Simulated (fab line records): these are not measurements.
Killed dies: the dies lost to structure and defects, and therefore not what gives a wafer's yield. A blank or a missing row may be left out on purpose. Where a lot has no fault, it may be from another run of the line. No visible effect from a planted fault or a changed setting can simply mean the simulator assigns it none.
A struck lot beside a sound one | flow nand-harc | 15 out of 1159 route steps
Sound: the wafers L800.3, L800.4, L800.6. The struck wafers were L813.2, L813.3, L813.4. At the end, the cause is stated.
Each step with rows lists, per side, the tool, then ch with its chambers, then its first start. Under that, the readings that differ: sound wafers | struck wafers | difference of the means | sigmas: that difference in standard deviations of wafers without a fault.
alike: a reading whose means differ by less than 2 such deviations, as well as words and numbers matching on both sides. not compared: withheld readings; readings where some wafer has no value; bounds like >300 that might hide an equal value; numbers whose values overlap and for which the record gives no deviation.
A row with sigmas, a row that says differs or no value, or rows on one side alone: a step with any of these is where the two part. Non-overlapping numbers with no deviation appear without sigmas and do not part them. Lack of a reading on every wafer of one side parts them only where that side has two or more wafers.

first, 5 steps without rows for these wafers: NHARC_P_GATE_SOFTBAKE_21 (time 55 s); NHARC_P_GATE_EBR_22; NHARC_P_GATE_EXPOSE_23 (exposes mask P GATE, target cd 120 nm); NHARC_P_GATE_PEB_24 (peb time 65 s); NHARC_P_GATE_DEVELOP_25 (develop time 35 s).
NHARC_P_GATE_CD_MEAS_26: target cd 120 nm.
  sound on cd-sem-02 ch 0, day 4 20:23; struck on cd-sem-01 ch 0, day 8 01:45
  alike: cd-nm
NHARC_P_GATE_OVL_MEAS_27:
  struck on overlay-02, day 8 01:51; sound on overlay-02, day 4 20:28
  reading           | sound          | struck      | difference | sigmas
  overlay-y-nm (nm) | -0.7 -0.8 -0.6 | 0.9 0.8 0.5 | +1.4       | +2
  alike: overlay-x-nm
NHARC_P_GATE_INSPECT_28:
  struck on defect-inspect-01, day 8 01:53; sound on defect-inspect-01, day 4 20:30
  alike: raw-defect-count
NHARC_P_GATE_DESCUM_31: chemistry O2, time 3 s.
  sound on rie-diel-02 ch 1,2,3, day 4 20:34; struck on rie-diel-07 ch 0,1,3, day 8 02:07
  alike: drypump-motor-current-A, oes-product-au, rf-vpp-V, showerhead-plenum-p-Torr, throttle-valve-pct
  not compared: rf-hours-counter-h
NHARC_P_GATE_ETCH_104: etches the open film in CF4/CHF3, target depth 60 nm.
  sound on rie-diel-02 ch 0,2,3, day 4 20:38; struck on rie-diel-07 ch 0,1,3, day 8 02:14
  alike: bias-w, cf4-flow-sccm, drypump-motor-current-A, oes-product-au, rf-vpp-V, showerhead-plenum-p-Torr, throttle-valve-pct
NHARC_P_GATE_HM_OPEN_105: chemistry O2/COS, target depth 360 nm.
  sound: rie-diel-02 ch 1,2,3; struck: rie-diel-07 ch 1,2,3
  alike: bias-w, drypump-motor-current-A, oes-product-au, rf-vpp-V, showerhead-plenum-p-Torr, throttle-valve-pct
  not compared: rf-hours-counter-h
then, 1 step without rows for these wafers: NHARC_P_GATE_STRIP_106 (strips in O2/COS).
NHARC_P_GATE_ETCH_114: etches the open film in CF4/O2, target depth 30 nm, overetch 3 nm, time 16.5 s.
  sound on rie-diel-02 ch 1,2,3, day 4 20:00; struck on rie-diel-07 ch 0,2,3, day 8 02:00
  no value came back on the struck wafers for any of 7 readings (bias-w (W), cf4-flow-sccm (sccm) and others); on the sound wafers bias-w (W) reads 99.4 99.5 99.9
  not compared: rf-hours-counter-h
NHARC_P_GATE_ETCH_32: etches the open film in HBr/Cl2, target depth 150 nm, time 100.1 s.
  sound on rie-si-01 ch 1,3, day 4 21:02; struck on rie-si-05 ch 1,2,3, day 8 02:37
  alike: bias-w, chamber-pressure-mTorr, drypump-motor-current-A, hbr-flow-sccm, oes-product-au, throttle-valve-pct
  not compared: rf-hours-counter-h
-- jump in the record: it breaks off in module P_GATE and resumes in module END (first step shown: number 1159 of the route), and 15 days separate the struck wafers' starts before and after --
NHARC_END_SORT_01:
  only the struck wafers appear in the record here, on prober-01 ch 0 at day 22 14:52; the sound ones have no rows

## WHERE THEY PART
First at NHARC_P_GATE_OVL_MEAS_27; last, within this record, at NHARC_END_SORT_01.

WHY: what the simulator had put in
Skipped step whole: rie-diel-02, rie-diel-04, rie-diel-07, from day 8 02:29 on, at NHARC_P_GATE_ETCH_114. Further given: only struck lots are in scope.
